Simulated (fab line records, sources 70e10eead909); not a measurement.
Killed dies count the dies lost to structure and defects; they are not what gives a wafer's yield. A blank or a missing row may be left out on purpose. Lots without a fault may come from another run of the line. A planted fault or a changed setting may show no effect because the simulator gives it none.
A lot that was struck, set against a sound lot + flow nand harc + 23 steps out of a route of 1159
Sound: wafers L131.1, L131.2, L131.4. Struck: wafers L142.2, L142.3, L142.6. At the end, the cause is stated.
Each step with rows lists, per side, the tool, then ch with its chambers, then its first start. Under that, the readings that differ: sound wafers + struck wafers + difference of the means + sigmas: that difference in standard deviations of wafers without a fault.
alike: readings whose means differ by less than 2 such deviations, and words and numbers that are the same on both sides. not compared: withheld readings, readings that some wafer has no value for, bounds like >300 that may hide the same value, and numbers for which the record gives no deviation and whose values overlap.
A row with sigmas, a row that says differs or no value, or rows on one side alone: a step with any of these is where the two part. Numbers that have no deviation but don't overlap get no sigmas and don't part them. Lack of a reading on every wafer of one side parts them only where that side has two or more wafers.

NHARC_A_M0_INSPECT_27:
  sound: defect inspect-01 at day 17 23:59; struck: defect inspect-01 at day 21 15:36
  alike: raw defect count
NHARC_A_M0_PRE_CLEAN_31: time 12 s.
  sound on pecvd-04 ch 0,1, day 18 00:02; struck on pecvd-03 ch 0,1,2, day 21 16:14
  alike: heater power w
NHARC_A_M0_DEP_32: deposits SiCN, target thk 30 nm.
  sound on pecvd-04 ch 0,1, day 18 00:10; struck on pecvd-03 ch 0,1,2, day 21 16:19
  alike: heater power w
then, 8 steps without rows for these wafers: NHARC_A_M1_DEP_00 (deposits SiOC, target thk 182.5 nm); NHARC_A_M1_DEHYDRATE_01 (time 120 s); NHARC_A_M1_HMDS_02 (time 30 s); NHARC_A_M1_COAT_34 (time 65 s); NHARC_A_M1_COAT_03 (resist thk 90 nm); NHARC_A_M1_SOFTBAKE_04 (time 55 s); NHARC_A_M1_EBR_05; NHARC_A_M1_EXPOSE_06 (exposes mask A M1, target cd 120 nm).
NHARC_A_M1_PEB_07: peb time 65 s.
  sound on litho track-01 ch 0, day 18 01:28; struck on litho track-01 ch 0, day 21 17:30
| reading                  | sound             | struck            | difference | sigmas |
|--------------------------|-------------------|-------------------|------------|--------|
| heater power total W (W) | 157.2 156.1 156.0 | 141.0 140.3 140.2 | -15.9      | -36    |
| plate temp C (C)         | 99.76 99.96 99.94 | 92.16 92.19 92.40 | -7.64      | -55    |
then, 1 step without rows for these wafers: NHARC_A_M1_DEVELOP_08 (develop time 35 s).
NHARC_A_M1_CD_MEAS_09: target cd 120 nm.
  sound on cd sem-03 ch 0, day 18 01:33; struck on cd sem-03 ch 0, day 21 17:35
| reading    | sound             | struck         | difference | sigmas |
|------------|-------------------|----------------|------------|--------|
| cd nm (nm) | 120.5 120.8 120.1 | 88.2 86.9 87.6 | -32.9      | -41    |
NHARC_A_M1_OVL_MEAS_10: pitch 240 nm.
  sound: overlay-01 at day 18 01:38; struck: overlay-01 at day 21 17:40
  alike: overlay x nm, overlay y nm
NHARC_A_M1_INSPECT_11:
  sound: defect inspect-01 at day 18 01:40; struck: defect inspect-01 at day 21 17:42
  alike: raw defect count
NHARC_A_M1_DESCUM_14: chemistry O2, time 3 s.
  sound on rie diel-10 ch 0,2,3, day 18 01:44; struck on rie diel-10 ch 0,3, day 21 17:46
| reading               | sound           | struck            | difference | sigmas |
|-----------------------|-----------------|-------------------|------------|--------|
| model.A_M1.cd nm (nm) | 119.3 121.4 120 | 88.67 86.89 87.99 | -32.38     |        |
  alike: drypump motor current A, oes product au, rf vpp V, showerhead plenum p Torr, throttle valve pct
  not compared: rf hours counter h
NHARC_A_M1_ETCH_35: etches the open film in N2/H2, target depth 40 nm, overetch 12 nm, time 43.94 s.
  sound on rie diel-10 ch 0,1,3, day 18 01:50; struck on rie diel-10 ch 0,1,2, day 21 17:52
  alike: drypump motor current A, oes product au, rf vpp V, showerhead plenum p Torr, throttle valve pct
  not compared: rf hours counter h
NHARC_A_M1_ETCH_15: etches the open film in C4F8/Ar, target depth 182.5 nm, time 91.2 s.
  sound on rie diel-10 ch 1,2,3; struck on rie diel-10 ch 2,3
  alike: oes product au, rf vpp V
  not compared: rf hours counter h
NHARC_A_M1_CD_MEAS_16:
  sound: cd sem-03 at day 18 02:04; struck: cd sem-03 at day 21 18:05
| reading    | sound             | struck         | difference | sigmas |
|------------|-------------------|----------------|------------|--------|
| cd nm (nm) | 119.6 121.5 118.7 | 88.4 86.7 87.0 | -32.6      | -33    |
NHARC_A_M1_STRIP_18: strips in N2/H2.
  sound on rie diel-01 ch 1,2,3, day 18 02:10; struck on rie diel-10 ch 0,1,2, day 21 18:13
  alike: drypump motor current A, oes product au, rf vpp V, showerhead plenum p Torr, throttle valve pct
  not compared: rf hours counter h
NHARC_A_M1_ETCH_28: etches the open film in CF4/N2, target depth 30 nm, time 72.99 s.
  sound on rie diel-01 ch 0,1,3; struck on rie diel-10 ch 0,2
| reading               | sound             | struck            | difference | sigmas |
|-----------------------|-------------------|-------------------|------------|--------|
| model.A_M1.cd nm (nm) | 119.8 121.5 118.5 | 88.82 87.39 87.03 | -32.19     |        |
  alike: drypump motor current A, oes product au, rf vpp V, showerhead plenum p Torr, throttle valve pct
  not compared: rf hours counter h
then, 1 step without rows for these wafers: NHARC_A_M1_STRIP_19 (strips in post etch residue remover, time 600 s).

## WHERE THEY PART
Last at NHARC_A_M1_CD_MEAS_16 as far as this record goes, first at NHARC_A_M1_PEB_07. Later steps at which nothing parts them and some readings are alike: NHARC_A_M1_STRIP_18, NHARC_A_M1_ETCH_28.

WHY: what had been put in by the simulator
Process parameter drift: litho track-01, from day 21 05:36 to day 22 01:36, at NHARC_A_M1_PEB_07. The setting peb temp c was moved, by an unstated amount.
